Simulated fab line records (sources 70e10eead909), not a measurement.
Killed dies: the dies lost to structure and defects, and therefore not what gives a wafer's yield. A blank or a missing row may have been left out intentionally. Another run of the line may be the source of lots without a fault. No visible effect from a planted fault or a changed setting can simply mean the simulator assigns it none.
Matching of chambers + flow nand harc + NHARC_A_CONTACT_DEP_85 on pecvd-03: 3 sister chambers
The step deposits SiON, target thk 50 nm. 3 wafers are shown with their chamber, then 9 later ones without.

## EACH WAFER AND ITS CHAMBER
| wafer  | chamber | heater power w (W) |
|--------|---------|--------------------|
| L090.1 | 1       | 709                |
| L090.2 | 2       | 614                |
| L090.3 | 0       | 593                |

## WAFERS WITH NO CHAMBER GIVEN
| wafer  | heater power w (W) |
|--------|--------------------|
| L096.1 | 627                |
| L096.3 | 700                |
| L096.5 | 669                |
| L097.1 | 744                |
| L097.2 | 614                |
| L097.3 | 623                |
| L097.4 | 602                |
| L097.5 | 733                |
| L097.6 | 624                |

## THE CHAMBER EACH PASSED THROUGH
| wafer  | from the rows above          | in truth                   |
|--------|------------------------------|----------------------------|
| L096.1 | can't be placed: 2 or 0      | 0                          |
| L096.3 | 1                            | 1                          |
| L096.5 | can't be placed: 1 or 2 or 0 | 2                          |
| L097.1 | 1                            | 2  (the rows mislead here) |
| L097.2 | can't be placed: 2 or 0      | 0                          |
| L097.3 | can't be placed: 2 or 0      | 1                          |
| L097.4 | can't be placed: 0 or 2      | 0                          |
| L097.5 | 1                            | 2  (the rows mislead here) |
| L097.6 | can't be placed: 2 or 0      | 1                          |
Placed correctly: 1 of 9. Not placeable from these rows: 6 (in 4, the candidates include the true chamber). Wrongly placed: 2.
How it was worked out, from the rows above alone: a wafer's distance from a chamber is the root of the sum, over the readings, of the square of ((its reading less the chamber's mean) divided by the reading's scatter). The wafer belongs to the nearest chamber; if the next one is less than 2 further off, it can't be placed. For every chamber, the mean is computed from those of its wafers that are shown. The scatter: root of mean squared gap, hidden wafer to nearest shown wafer, with one shown wafer a chamber.
